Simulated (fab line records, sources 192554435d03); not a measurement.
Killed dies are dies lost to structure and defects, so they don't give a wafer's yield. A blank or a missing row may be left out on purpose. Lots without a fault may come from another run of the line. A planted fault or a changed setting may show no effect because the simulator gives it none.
Split-lot experiment | flow n5_finfet | 7 lots, 21 wafers read, on a route of 1938 steps

THE SPLIT
At N5_HKMG_FIN_COAT_43 (resist thk 90 nm), the setting spin_rpm was moved away from the recipe's 1500 rpm on 6 of the 21 wafers read, by -6.8% to +4.9%. The other wafers ran this setting at the recipe's value.

FROM THE SPLIT TO THE READING: what the file shows between them, 3 steps
- N5_HKMG_FIN_PEB_47: peb time 60 s (also split here: peb_time_s)
- N5_HKMG_FIN_DEVELOP_48: develop time 30 s
- N5_HKMG_FIN_CD_MEAS_49: target cd 202 nm

THE READING
CAR-ArF_of_HKMG_FIN_COAT_43.thk_nm (the simulator's own value, which no gauge read), in nm, at N5_HKMG_FIN_DESCUM_53 (chemistry O2, time 7.9 s). The file gives no usual value for it. The 15 wafers here that ran the recipe average 83.5 nm, standard deviation 0.38 nm.

wafer  | tool, chamber at the split | spin_rpm as run, rpm | against the recipe | CAR-ArF_of_HKMG_FIN_COAT_43.thk_nm, nm | against lot-mates on the recipe
L076.1 | litho_track-04, 0          | 1500                 | recipe             | 83.2                                   | -
L076.5 | litho_track-04, 0          | 1500                 | recipe             | 83.2                                   | -
L076.2 | litho_track-04, 0          | 1566                 | +4.4%              | 81.4                                   | -1.8
L077.4 | litho_track-02, 0          | 1398                 | -6.8%              | 86.6                                   | +3.7
L077.5 | litho_track-02, 0          | 1500                 | recipe             | 82.8                                   | -
L077.6 | litho_track-02, 0          | 1500                 | recipe             | 83                                     | -
L082.1 | litho_track-02, 0          | 1568                 | +4.5%              | 81.2                                   | -2.0
L082.2 | litho_track-02, 0          | 1568                 | +4.5%              | 81.4                                   | -1.8
L082.5 | litho_track-02, 0          | 1500                 | recipe             | 83.2                                   | -
L084.2 | litho_track-04, 0          | 1500                 | recipe             | 83.8                                   | -
L084.5 | litho_track-04, 0          | 1500                 | recipe             | 83.8                                   | -
L084.6 | litho_track-04, 0          | 1500                 | recipe             | 83.8                                   | -
L089.1 | litho_track-01, 0          | 1500                 | recipe             | 83.8                                   | -
L089.4 | litho_track-01, 0          | 1500                 | recipe             | 83.6                                   | -
L089.6 | litho_track-01, 0          | 1500                 | recipe             | 83.6                                   | -
L093.2 | litho_track-04, 0          | 1500                 | recipe             | 84.2                                   | -
L093.4 | litho_track-04, 0          | 1500                 | recipe             | 84                                     | -
L093.5 | litho_track-04, 0          | 1574                 | +4.9%              | 81.8                                   | -2.3
L094.1 | litho_track-04, 0          | 1500                 | recipe             | 83.6                                   | -
L094.2 | litho_track-04, 0          | 1413                 | -5.8%              | 86.2                                   | +2.7
L094.4 | litho_track-04, 0          | 1500                 | recipe             | 83.4                                   | -

THE FIT
A straight line over all 21 wafers: CAR-ArF_of_HKMG_FIN_COAT_43.thk_nm changes by -0.452 nm for each +1% of spin_rpm; r = -0.96; the points scatter about the line by 0.36 nm.
The same after taking each lot's own level away (the mean of its wafers on the recipe; 21 wafers): -0.472 nm for each +1%; r = -0.99; scatter 0.16 nm.
On that fit, the largest move of spin_rpm shifts the reading by 3.2 nm.
The lots' own levels span 82.90 to 84.10 nm, that is 3.2 times the standard deviation above.
So the lot-to-lot level changes the slope little: the two slopes agree.
Check: with one of the wafers moved furthest among these (-6.8%) left out of the fit, the line predicts +3.03 nm for it against its lot-mates. It came out at +3.7 nm against them.

OTHER SPLITS ON THESE WAFERS
These wafers also went through other splits before the reading. Each is held against what the fit with the lots' levels taken away leaves over:
other split on the same wafers | wafers away from the commonest value | r with CAR-ArF_of_HKMG_FIN_COAT_43.thk_nm (lot level and that fit taken away)
N5_SDB_COAT_05 spin_rpm        | 5                                    | -0.32
N5_HKMG_FIN_PEB_47 peb_time_s  | 6                                    | -0.04

THE WHOLE CHAIN: every reading that the file lists as answering this split, in the file's order
step                   | what it does             | reading                                                                             | change (the file's fit)               | r (the file's)
N5_HKMG_FIN_COAT_43    | resist thk 90 nm         | CAR-ArF_of_HKMG_FIN_COAT_43.thk_nm (the simulator's own value, which no gauge read) | -0.47 nm for each +1% of the setting  | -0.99
N5_HKMG_FIN_DEVELOP_48 | develop time 30 s        | CAR-ArF_of_HKMG_FIN_COAT_43.thk_nm (the simulator's own value, which no gauge read) | -0.498 nm for each +1% of the setting | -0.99
N5_HKMG_FIN_DESCUM_53  | chemistry O2, time 7.9 s | CAR-ArF_of_HKMG_FIN_COAT_43.thk_nm (the simulator's own value, which no gauge read) | -0.477 nm for each +1% of the setting | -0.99

THE FILE'S OWN FIT
CAR-ArF_of_HKMG_FIN_COAT_43.thk_nm changes by -0.477 nm for each +1% of spin_rpm, r = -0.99.
